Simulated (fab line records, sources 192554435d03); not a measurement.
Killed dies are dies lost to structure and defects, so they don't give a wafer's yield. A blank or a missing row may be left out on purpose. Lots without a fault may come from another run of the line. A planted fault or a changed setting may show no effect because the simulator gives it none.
Split-lot experiment | flow n5_finfet | 7 lots, 39 wafers read, on a route of 1938 steps

THE SPLIT
At N5_PASSIVATION_AL_DEP_21 (deposits Al, target thk 2800 nm, time 170 s), the setting time_s was moved away from the recipe's 170 s on 18 of the 39 wafers read, by -37.5% to +41.1%. The other wafers ran this setting at the recipe's value.

The reading is taken at the split's own step.

THE READING
Al_of_PASSIVATION_AL_DEP_21.thk_nm (the simulator's own value, which no gauge read), in nm, at N5_PASSIVATION_AL_DEP_21 (deposits Al, target thk 2800 nm, time 170 s). The file gives no usual value for it. The 21 wafers here that ran the recipe average 2799 nm, standard deviation 35 nm.

wafer  | tool, chamber at the split | time_s as run, s | against the recipe | Al_of_PASSIVATION_AL_DEP_21.thk_nm, nm | against lot-mates on the recipe
L074.1 | pvd_sputter-03, -          | 170              | recipe             | 2832                                   | -
L074.2 | pvd_sputter-03, -          | 209.1            | +23.0%             | 3471                                   | +650
L074.3 | pvd_sputter-03, -          | 170              | recipe             | 2816                                   | -
L074.4 | pvd_sputter-03, -          | 170              | recipe             | 2816                                   | -
L074.5 | pvd_sputter-03, -          | 209.1            | +23.0%             | 3487                                   | +666
L074.6 | pvd_sputter-03, -          | 209.1            | +23.0%             | 3470                                   | +649
L076.1 | pvd_sputter-02, -          | 170              | recipe             | 2752                                   | -
L076.4 | pvd_sputter-02, -          | 170              | recipe             | 2749                                   | -
L076.6 | pvd_sputter-02, -          | 170              | recipe             | 2741                                   | -
L077.1 | pvd_sputter-03, -          | 237.3            | +39.6%             | 3878                                   | +1081
L077.2 | pvd_sputter-03, -          | 237.3            | +39.6%             | 3920                                   | +1123
L077.3 | pvd_sputter-03, -          | 170              | recipe             | 2795                                   | -
L077.4 | pvd_sputter-03, -          | 170              | recipe             | 2791                                   | -
L077.5 | pvd_sputter-03, -          | 237.3            | +39.6%             | 3915                                   | +1118
L077.6 | pvd_sputter-03, -          | 170              | recipe             | 2804                                   | -
L082.1 | pvd_sputter-01, -          | 170              | recipe             | 2791                                   | -
L082.2 | pvd_sputter-01, -          | 170              | recipe             | 2792                                   | -
L082.3 | pvd_sputter-01, -          | 231.1            | +35.9%             | 3783                                   | +1004
L082.4 | pvd_sputter-01, -          | 231.1            | +35.9%             | 3763                                   | +984
L082.5 | pvd_sputter-01, -          | 170              | recipe             | 2753                                   | -
L082.6 | pvd_sputter-01, -          | 231.1            | +35.9%             | 3773                                   | +994
L088.1 | pvd_sputter-01, -          | 106.2            | -37.5%             | 1745                                   | -1036
L088.2 | pvd_sputter-01, -          | 106.2            | -37.5%             | 1728                                   | -1053
L088.3 | pvd_sputter-01, -          | 170              | recipe             | 2775                                   | -
L088.4 | pvd_sputter-01, -          | 106.2            | -37.5%             | 1716                                   | -1065
L088.5 | pvd_sputter-01, -          | 170              | recipe             | 2785                                   | -
L088.6 | pvd_sputter-01, -          | 170              | recipe             | 2784                                   | -
L092.1 | pvd_sputter-02, -          | 214.4            | +26.1%             | 3603                                   | +743
L092.2 | pvd_sputter-02, -          | 170              | recipe             | 2861                                   | -
L092.3 | pvd_sputter-02, -          | 214.4            | +26.1%             | 3567                                   | +707
L092.4 | pvd_sputter-02, -          | 214.4            | +26.1%             | 3588                                   | +728
L092.5 | pvd_sputter-02, -          | 170              | recipe             | 2848                                   | -
L092.6 | pvd_sputter-02, -          | 170              | recipe             | 2872                                   | -
L095.1 | pvd_sputter-01, -          | 239.8            | +41.1%             | 3956                                   | +1150
L095.2 | pvd_sputter-01, -          | 239.8            | +41.1%             | 3966                                   | +1160
L095.3 | pvd_sputter-01, -          | 170              | recipe             | 2784                                   | -
L095.4 | pvd_sputter-01, -          | 170              | recipe             | 2815                                   | -
L095.5 | pvd_sputter-01, -          | 170              | recipe             | 2818                                   | -
L095.6 | pvd_sputter-01, -          | 239.8            | +41.1%             | 3962                                   | +1156

THE FIT
A straight line over all 39 wafers: Al_of_PASSIVATION_AL_DEP_21.thk_nm changes by +28.3 nm for each +1% of time_s; r = +1.00; the points scatter about the line by 34 nm.
The same after taking each lot's own level away (the mean of its wafers on the recipe; 39 wafers): +28 nm for each +1%; r = +1.00; scatter 13 nm.
On that fit, the largest move of time_s shifts the reading by 1.1e+03 nm.
The lots' own levels span 2747.3 to 2860.3 nm, that is 3.2 times the standard deviation above.
So the lot-to-lot level changes the slope little: the two slopes agree.
Check: with one of the wafers moved furthest among these (+41.1%) left out of the fit, the line predicts +1.15e+03 nm for it against its lot-mates. It came out at +1.15e+03 nm against them.

OTHER SPLITS ON THESE WAFERS
These wafers also went through other splits before the reading. Each is held against what the fit with the lots' levels taken away leaves over:
other split on the same wafers    | wafers away from the commonest value | r with Al_of_PASSIVATION_AL_DEP_21.thk_nm (lot level and that fit taken away)
N5_BEOL_M9_HM_DEP_02 target_thk_a | 12                                   | +0.28
N5_BEOL_M13_ETCH_59 time_s        | 9                                    | -0.24
N5_PASSIVATION_PECVD_00 time_s    | 12                                   | -0.10

THE FILE'S OWN FIT
Al_of_PASSIVATION_AL_DEP_21.thk_nm changes by +28 nm for each +1% of time_s, r = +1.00.
